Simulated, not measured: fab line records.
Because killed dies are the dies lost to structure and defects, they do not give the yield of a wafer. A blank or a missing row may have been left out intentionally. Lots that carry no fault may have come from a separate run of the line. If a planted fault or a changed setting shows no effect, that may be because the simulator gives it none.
What tool caused it? ; flow n5 finfet ; 12 lots with 35 wafers sampled at 5 steps, on a route of 1938 steps

== WHAT THE GAUGES READ, wafer by wafer ==
N5_ZERO_LAYER_CD_MEAS_11 targets a cd of 2000 nm.
lot;measured;on;cd nm (nm)
L381;day 1 12:46;cd sem-03;2002.7 2002.5 1998.9
L382;day 1 18:47;cd sem-01;2001.6 2000.1 1998.4
L383;day 2 00:38;cd sem-02;1999.4 2001.3 1999.2
L385;day 2 12:46;cd sem-01;1996.8 1998.2 2000.7
L387;day 3 00:40;cd sem-01;2002.6 2000.8
L388;day 3 06:46;cd sem-01;1997.6 2000.1 1999.3
L391;day 4 00:38;cd sem-01;1996.6 1998.2 1995.2
L392;day 4 06:39;cd sem-01;2002.7 2001.9 2004.3
L393;day 4 12:49;cd sem-02;1999.4 1997.3 1995.6
L394;day 4 18:47;cd sem-01;1997.0 2000.7 1997.4
L396;day 5 06:44;cd sem-01;2001.4 1991.8 2002.8
L397;day 5 12:38;cd sem-03;1999.8 1991.8 1999.5

N5_WELL_APT_CD_MEAS_08 targets a cd of 200 nm.
lot;measured;on;cd nm (nm)
L381;day 1 13:49;cd sem-02;198.1 197.4 197.9
L382;day 1 19:50;cd sem-02;199.2 198.7 199.1
L383;day 2 01:47;cd sem-02;200.9 201.3 200.9
L385;day 2 13:41;cd sem-01;202.1 204.0 201.2
L387;day 3 01:35;cd sem-01;201.0 199.2
L388;day 3 07:41;cd sem-03;199.6 200.3 200.1
L391;day 4 01:41;cd sem-01;202.6 198.4 201.9
L392;day 4 07:41;cd sem-01;200.7 201.0 201.8
L393;day 4 13:45;cd sem-02;201.5 202.6 204.1
L394;day 4 19:50;cd sem-03;202.8 202.0 203.3
L396;day 5 07:48;cd sem-02;200.5 199.9 201.9
L397;day 5 13:34;cd sem-02;201.0 201.5 201.7

== WHAT TOOL EACH LOT RAN ON (gives the tool, then ch and the chambers of the sampled wafers, and finally the start) ==
lot;N5_ZERO_LAYER_PEB_09;N5_ZERO_LAYER_ETCH_18;N5_ZERO_LAYER_STRIP_24
L381;litho track-01 ch 0, day 1 12:39;rie si-03 ch 0,2,3, day 1 12:55;plasma asher-02 ch 0,1, day 1 13:02
L382;litho track-01 ch 0, day 1 18:40;rie si-04 ch 1,2,3, day 1 18:56;plasma asher-01 ch 0,1, day 1 19:03
L383;litho track-05 ch 0, day 2 00:31;rie si-04 ch 0,1,3, day 2 00:54;plasma asher-02 ch 0,1, day 2 01:01
L385;litho track-04 ch 0, day 2 12:39;rie si-04 ch 0,1, day 2 12:55;plasma asher-01 ch 0,1, day 2 13:01
L387;litho track-04 ch 0, day 3 00:33;rie si-05 ch 0, day 3 00:49;plasma asher-02 ch 0,1, day 3 00:56
L388;litho track-01 ch 0, day 3 06:39;rie si-04 ch 0,1,2, day 3 06:55;plasma asher-02 ch 0, day 3 07:01
L391;litho track-05 ch 0, day 4 00:31;rie si-05 ch 1,2, day 4 00:55;plasma asher-02 ch 0,1, day 4 01:01
L392;litho track-01 ch 0, day 4 06:32;rie si-03 ch 1,2,3, day 4 06:55;plasma asher-01 ch 0,1, day 4 07:01
L393;litho track-05 ch 0, day 4 12:41;rie si-04 ch 0,1,3, day 4 12:57;plasma asher-02 ch 0,1, day 4 13:04
L394;litho track-05 ch 0, day 4 18:40;rie si-05 ch 1,3, day 4 18:56;plasma asher-01 ch 0,1, day 4 19:04
L396;litho track-05 ch 0, day 5 06:37;rie si-03 ch 2,3, day 5 06:54;plasma asher-01 ch 0,1, day 5 07:01
L397;litho track-05 ch 0, day 5 12:31;rie si-05 ch 1,2,3, day 5 12:47;plasma asher-01 ch 0,1, day 5 12:53
- N5_ZERO_LAYER_PEB_09
- N5_ZERO_LAYER_ETCH_18: etches Si in HBr/Cl2, target depth 120 nm, time 40 s.
- N5_ZERO_LAYER_STRIP_24: strips in O2.

== AS READ BY THE TOOLS THEMSELVES (means over the sampled wafers that have a number; for cases with no such wafer, the mark the record gives instead) ==
N5_ZERO_LAYER_ETCH_18.
lot;tool;chamber pressure mTorr (mTorr);drypump motor current A (A);oes product au (a.u.);throttle valve pct (%)
L381;rie si-03;10.006;5.7;0.984;36.5
L382;rie si-04;10.003;5.2;1.021;36.4
L383;rie si-04;9.991;5.1;1.009;36.2
L385;rie si-04;10.002;5.1;1.006;36.2
L387;rie si-05;10.011;6.0;1.009;36.0
L388;rie si-04;9.995;5.1;1.014;36.3
L391;rie si-05;10.001;6.3;1.005;36.7
L392;rie si-03;10.005;5.7;1.001;36.8
L393;rie si-04;9.999;5.2;1.002;36.2
L394;rie si-05;9.996;5.7;0.996;36.7
L396;rie si-03;10.003;5.6;1.000;36.8
L397;rie si-05;10.004;5.9;0.995;36.8

N5_ZERO_LAYER_STRIP_24.
lot;tool;chamber pressure mTorr (mTorr);drypump motor current A (A);heater power w (W);oes product au (a.u.);strip time to endpoint s (s)
L381;plasma asher-02;999.9;5.9;339;0.646;43.83
L382;plasma asher-01;1000.1;5.0;330;0.643;43.86
L383;plasma asher-02;999.7;6.1;335;0.646;43.84
L385;plasma asher-01;1000.1;5.4;348;0.648;43.73
L387;plasma asher-02;1000.0;6.0;339;0.644;43.81
L388;plasma asher-02;999.6;6.2;329;0.651;43.79
L391;plasma asher-02;1000.5;6.1;337;0.644;43.96
L392;plasma asher-01;1000.1;5.0;330;0.645;43.89
L393;plasma asher-02;999.8;6.1;340;0.640;43.86
L394;plasma asher-01;1000.1;5.4;334;0.649;43.93
L396;plasma asher-01;999.8;5.1;335;0.645;43.76
L397;plasma asher-01;1000.2;5.0;329;0.643;43.94

== THE ANSWER, worked out from the rows above alone ==
Rule: the usual values come from the lots themselves. The widest of any qualifying gaps counts: lots, ordered by their means at a reading, are off when they make up no more than a third of the lots, leave a main group of 4 or more, and stand apart from it by 3 or more times the standard deviation of that group's means. A main group whose means are all the same, to the digits that the tables above print for the reading, isn't used. A lot without any number at a reading at which 4 lots or more have one is off too. The other lots that the step has rows for count as sound. Order of review: gauges by route order, followed by the tools' own readings, for which a lot's mean as printed above is used. The first step at which some lot is off is used, and at that step the reading that is off furthest; a lot without a number counts as furthest.
No lot is off on any of the readings shown, so nothing can be concluded from this.

== WHAT WAS PUT IN BY THE SIMULATOR ==
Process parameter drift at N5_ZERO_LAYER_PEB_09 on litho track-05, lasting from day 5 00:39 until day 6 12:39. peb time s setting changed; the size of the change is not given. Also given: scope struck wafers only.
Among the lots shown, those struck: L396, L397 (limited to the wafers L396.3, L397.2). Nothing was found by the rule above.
